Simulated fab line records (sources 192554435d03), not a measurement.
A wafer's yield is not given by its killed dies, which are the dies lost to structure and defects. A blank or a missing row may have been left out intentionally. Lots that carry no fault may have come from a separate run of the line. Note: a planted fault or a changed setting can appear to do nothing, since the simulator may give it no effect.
fab line records | flow n5-finfet | part 2 of 2: steps 16 to 26 of 26
record lots=5 wafers=15 last-day=16
route steps=1938 shown BEOL_M8@1367
lots that met no fault: from a run of the same line without faults
start-h: hours from the record's first day to the start of the lot's first wafer shown | wait-h: time in hours since the lot's previous step | " the same as in the row above | L1.1+2: a row that stands for several wafers | - value missing, or start not given | * or withheld: withheld | < > ~ a bound
route shown NAME@n: names a module that has steps shown in the file, with the first one's number in the route | usual: mean/standard deviation taken from wafers without a fault | same: alike in all rows | chamber/n: place in a boat | sites: the reading at each site | _std_site: standard deviation of those values | _edge_site: inner sites' mean taken away from outer sites' mean | radius-mm: for every site, how far away it sits from the centre of the wafer | mask NAME#n: copy n | behind: the tool/chamber that last shaped the wafer | hold: cause of the lot's hold/its duration in hours/its outcome | device: which transistor (n, p or np) failed to switch | end of line: at the end of the route, the tests of the same wafers | a step without rows: its recipe alone | killed: count of dies lost to structure and defects at first sort (not the wafer's yield) | map: shows each die of a wafer: x if killed, . if not, _ if none is there
set.NAME: the setting that was run; set.NAME@STEP: the one run at that earlier step | model.NAME: the simulator's own value behind a step, which no gauge read
lots at some steps of the route; a table a step, a row a wafer
services: from which hour (start-h, from the record's first day; less than 0 if before it) a tool's chamber was out of use, for how many hours, and why
## steps
# step N5_BEOL_M8_SRD_40
# recipe time-s=30 temp-c=23 rinse-liquid=diw dry=ipa-marangoni
# usual do-supply-ppb=10.01/0.11 temp-c=23.00/0.11
# columns lot.wafer tool chamber start-h wait-h do-supply-ppb temp-c
L076.1 wet-bench-04 0 224.34 0.0 10.25 23.30
L076.4 " 3 " " 10.08 23.12
L076.6 " 2 " " 10.10 22.97
L077.1 wet-bench-01 5 231.02 0.0 10.08 23.01
L077.3 " 3 " " 9.96 23.01
L077.4 " 2 " " 10.02 23.10
L084.1 wet-bench-01 1 264.61 0.0 10.14 22.85
L084.3 " 7 " " 10.08 23.18
L084.4 " 6 " " 9.93 22.81
L093.1 wet-bench-01 1 309.36 0.0 10.00 23.15
L093.2 " 2 " " 10.06 23.05
L093.6 " 3 " " 10.04 22.77
L094.2 wet-bench-02 5 327.18 0.0 10.11 23.11
L094.3 " 4 " " 9.97 23.09
L094.5 " 6 " " 9.88 23.11
# step N5_BEOL_M8_PRECLEAN_42
# recipe chemistry=residue-remover time-s=60 temp-c=40
# usual bath-guard-temp-C=40.2/0.65 temp-c=40.01/0.11
# columns lot.wafer tool chamber start-h wait-h bath-guard-temp-C temp-c
L076.1 wet-bench-04 0 224.36 0.0 39.0 40.15
L076.4 " 3 " " 39.8 40.05
L076.6 " 2 " " 40.7 40.15
L077.1 wet-bench-01 5 231.04 0.0 40.6 39.99
L077.3 " 3 " " 40.7 40.13
L077.4 " 2 " " 39.8 40.21
L084.1 wet-bench-01 1 264.63 0.0 40.3 39.96
L084.3 " 7 " " 41.3 39.81
L084.4 " 6 " " 39.5 39.91
L093.1 wet-bench-01 1 309.37 0.0 40.3 39.94
L093.2 " 2 " " 39.8 39.90
L093.6 " 3 " " 40.7 39.83
L094.2 wet-bench-02 5 327.20 0.0 39.9 40.02
L094.3 " 4 " " 38.5 40.14
L094.5 " 6 " " 40.3 39.93
# step N5_BEOL_M8_SRD_43
# recipe time-s=30 temp-c=23 rinse-liquid=diw dry=ipa-marangoni
# usual do-supply-ppb=10.01/0.11 temp-c=23.00/0.092
# columns lot.wafer tool chamber start-h wait-h do-supply-ppb temp-c
L076.1 wet-bench-04 0 224.38 0.0 9.94 22.97
L076.4 " 3 " " 9.81 22.91
L076.6 " 2 " " 10.00 22.88
L077.1 wet-bench-01 5 231.06 0.0 10.04 22.84
L077.3 " 3 " " 10.12 23.02
L077.4 " 2 " " 9.99 23.01
L084.1 wet-bench-01 1 264.64 0.0 9.93 23.03
L084.3 " 7 " " 9.98 22.99
L084.4 " 6 " " 10.10 23.02
L093.1 wet-bench-01 1 309.39 0.0 10.10 22.86
L093.2 " 2 " " 9.88 23.02
L093.6 " 3 " " 10.08 23.08
L094.2 wet-bench-02 5 327.21 0.0 10.08 22.99
L094.3 " 4 " " 10.08 22.91
L094.5 " 6 " " 10.02 23.04
# step N5_BEOL_M8_CD_MEAS_35
# recipe target-cd-nm=40 polarity=opening
# usual cd-nm=39.7/0.56
# columns lot.wafer tool chamber start-h wait-h cd-nm
L076.1 cd-sem-02 - 224.42 0.0 39.7
L076.4 " - " " 39.6
L076.6 " - " " 39.6
L077.1 cd-sem-01 - 231.10 0.0 39.3
L077.3 " - " " 39.6
L077.4 " - " " 39.7
L084.1 cd-sem-03 - 264.68 0.0 39.4
L084.3 " - " " 39.8
L084.4 " - " " 39.4
L093.1 cd-sem-02 - 309.43 0.0 39.6
L093.2 " - " " 39.9
L093.6 " - " " 39.2
L094.2 cd-sem-01 - 327.26 0.0 40.4
L094.3 " - " " 40.7
L094.5 " - " " 40.1
# step N5_BEOL_M8_CURE_75
# recipe temp-c=370 time-s=120 ambient=DMADMS/He material=SiCOH_lowk
# usual lamp-power-pct=52.31/0.053 wafer_temp_C_max=371.9/0.7
# columns lot.wafer tool chamber start-h wait-h lamp-power-pct wafer_temp_C_max
L076.1 uv-cure-03 1 224.46 0.0 52.26 373.5
L076.4 " 1 " " 52.29 374.0
L076.6 " 1 " " 52.40 372.4
L077.1 uv-cure-01 2 231.14 0.0 52.24 371.4
L077.3 " 2 " " 52.33 371.7
L077.4 " 2 " " 52.29 371.3
L084.1 uv-cure-02 2 264.73 0.0 52.29 371.6
L084.3 " 2 " " 52.16 371.6
L084.4 " 2 " " 52.32 371.9
L093.1 uv-cure-02 1 309.48 0.0 52.21 372.5
L093.2 " 1 " " 52.36 372.1
L093.6 " 1 " " 52.32 371.5
L094.2 uv-cure-03 1 327.35 0.1 52.26 372.7
L094.3 " 1 " " 52.28 373.4
L094.5 " 1 " " 52.25 372.8
# step N5_BEOL_M8_DEGAS_44
# recipe ambient=vacuum temp-c=250 time-s=60
# usual heater-power-w=350/23
# columns lot.wafer tool chamber start-h wait-h heater-power-w
L076.1 pvd-sputter-03 - 224.87 0.4 330
L076.4 " - " " 336
L076.6 " - " " 338
L077.1 pvd-sputter-01 - 231.64 0.4 371
L077.3 " - " " 310
L077.4 " - " " 348
L084.1 pvd-sputter-02 - 265.66 0.9 382
L084.3 " - " " 348
L084.4 " - " " 347
L093.1 pvd-sputter-02 - 309.91 0.4 352
L093.2 " - " " 342
L093.6 " - " " 359
L094.2 pvd-sputter-03 - 327.71 0.3 405
L094.3 " - " " 329
L094.5 " - " " 335
# step N5_BEOL_M8_PRE_CLEAN_45
# recipe gas=H2/He time-s=30 temp-c=250
# usual heater-power-w=350/23
# columns lot.wafer tool chamber start-h wait-h heater-power-w
L076.1 pvd-sputter-03 - 224.91 0.0 332
L076.4 " - " " 353
L076.6 " - " " 329
L077.1 pvd-sputter-01 - 231.68 0.0 364
L077.3 " - " " 324
L077.4 " - " " 338
L084.1 pvd-sputter-02 - 265.70 0.0 374
L084.3 " - " " 351
L084.4 " - " " 347
L093.1 pvd-sputter-02 - 309.95 0.0 352
L093.2 " - " " 340
L093.6 " - " " 350
L094.2 pvd-sputter-03 - 327.75 0.0 391
L094.3 " - " " 324
L094.5 " - " " 329
# step N5_BEOL_M8_ALD_77
# recipe material=TaN target-thk-a=20 temp-c=275 ald-precursor-family=PDMAT ald-co-reactant=NH3 pressure-torr=3 carrier-flow-sccm=1500 pulse-time-s=2 purge-time-s=3 co-reactant-purge-time-s=2 co-reactant-pulse-time-s=3 ald-cycles=40 precursor-vessel-temp-c=75 precursor-vessel-pressure-torr=26.25 precursor-vessel-carrier-sccm=1000
# usual heater-power-w=421/51
# columns lot.wafer tool chamber start-h wait-h heater-power-w
L076.1 ald-metal-01 0 225.10 0.2 422
L076.4 " 2 " " 441
L076.6 " 2 " " 439
L077.1 ald-metal-01 3 231.74 0.0 439
L077.3 " 1 " " 331
L077.4 " 0 " " 414
L084.1 ald-metal-02 3 265.76 0.0 463
L084.3 " 2 " " 455
L084.4 " 1 " " 438
L093.1 ald-metal-01 0 310.24 0.3 415
L093.2 " 1 " " 335
L093.6 " 0 " " 394
L094.2 ald-metal-02 1 327.81 0.0 425
L094.3 " 3 " " 454
L094.5 " 3 " " 465
# step N5_BEOL_M8_SURFACE_TREAT_79
# recipe gas=Ar time-s=* ion-energy-ev=* ion-current-ma-cm2=0.5 pressure-mtorr=* ar-flow-sccm=30
# usual throttle-valve-pct=*
# columns lot.wafer tool chamber start-h wait-h throttle-valve-pct
L076.1 pvd-sputter-02 - 225.62 0.4 *
L076.4 " - " " *
L076.6 " - " " *
L077.1 pvd-sputter-02 - 233.01 1.1 *
L077.3 " - " " *
L077.4 " - " " *
L084.1 pvd-sputter-01 - 266.27 0.4 *
L084.3 " - " " *
L084.4 " - " " *
L093.1 pvd-sputter-01 - 311.18 0.8 *
L093.2 " - " " *
L093.6 " - " " *
L094.2 pvd-sputter-01 - 328.15 0.2 *
L094.3 " - " " *
L094.5 " - " " *
# step N5_BEOL_M8_CVD_78
# recipe material=Co target-thk-a=20 temp-c=withheld precursor=CCTBA/H2 pressure-torr=30 time-s=142.3
# columns lot.wafer tool chamber start-h wait-h
L076.1+4+6 cvd-co-02 1,0,2 225.77 0.1
L077.1+3+4 cvd-co-02 0,1,0 233.30 0.3
L084.1+3+4 cvd-co-02 0,2,1 266.43 0.1
L093.1+2+6 cvd-co-01 2,1,2 311.24 0.0
L094.2+3+5 cvd-co-01 1,0,1 328.23 0.1
# step N5_BEOL_M8_SPUTTER_48
# recipe material=Cu target-thk-a=100 temp-c=-20 bias-v=60 power-w=26000 chamber-pressure-pa=0.13 time-s=1.667
# usual throttle-valve-pct=30.5/1.3
# columns lot.wafer tool chamber start-h wait-h throttle-valve-pct
L076.1 pvd-sputter-02 - 225.88 0.1 29.7
L076.4 " - " " 31.0
L076.6 " - " " 30.5
L077.1 pvd-sputter-03 - 233.61 0.3 31.3
L077.3 " - " " 30.4
L077.4 " - " " 28.7
L084.1 pvd-sputter-03 - 266.61 0.1 28.8
L084.3 " - " " 30.5
L084.4 " - " " 31.2
L093.1 pvd-sputter-01 - 311.42 0.1 31.4
L093.2 " - " " 30.3
L093.6 " - " " 33.0
L094.2 pvd-sputter-01 - 328.35 0.1 32.9
L094.3 " - " " 30.1
L094.5 " - " " 31.2
## services
# columns tool chamber start-h hours kind
uv-cure-02 - 201.50 1.0 pm
rie-diel-06 0 204.57 - clean
rie-diel-06 0 204.57 - consumable-replace:focus-ring
uv-cure-02 - 221.68 7.5 pm
ald-metal-02 - 224.58 1.5 repair
rie-diel-06 - 226.50 4.3 pm
uv-cure-01 - 233.12 2.1 pm
pvd-sputter-02 - 238.19 1.5 repair
cvd-co-01 - 241.20 0.5 repair
uv-cure-02 - 242.01 0.8 repair
rie-diel-06 2 244.62 10.0 repair
cvd-co-02 - 268.73 0.5 repair
wet-bench-02 - 270.54 4.2 repair
rie-diel-04 3 277.18 5.2 repair
pvd-sputter-02 - 285.64 5.0 repair
ald-metal-01 3 288.07 13.9 repair
ald-metal-02 3 289.54 23.9 repair
uv-cure-02 - 289.93 16.1 repair
cvd-co-01 - 301.89 0.2 repair
rie-diel-04 2 310.68 - clean
rie-diel-04 2 310.68 - consumable-replace:focus-ring
rie-diel-04 2 310.68 15.0 scheduled-down
rie-diel-04 2 310.68 15.0 vent-cycle
uv-cure-01 - 326.29 0.4 repair
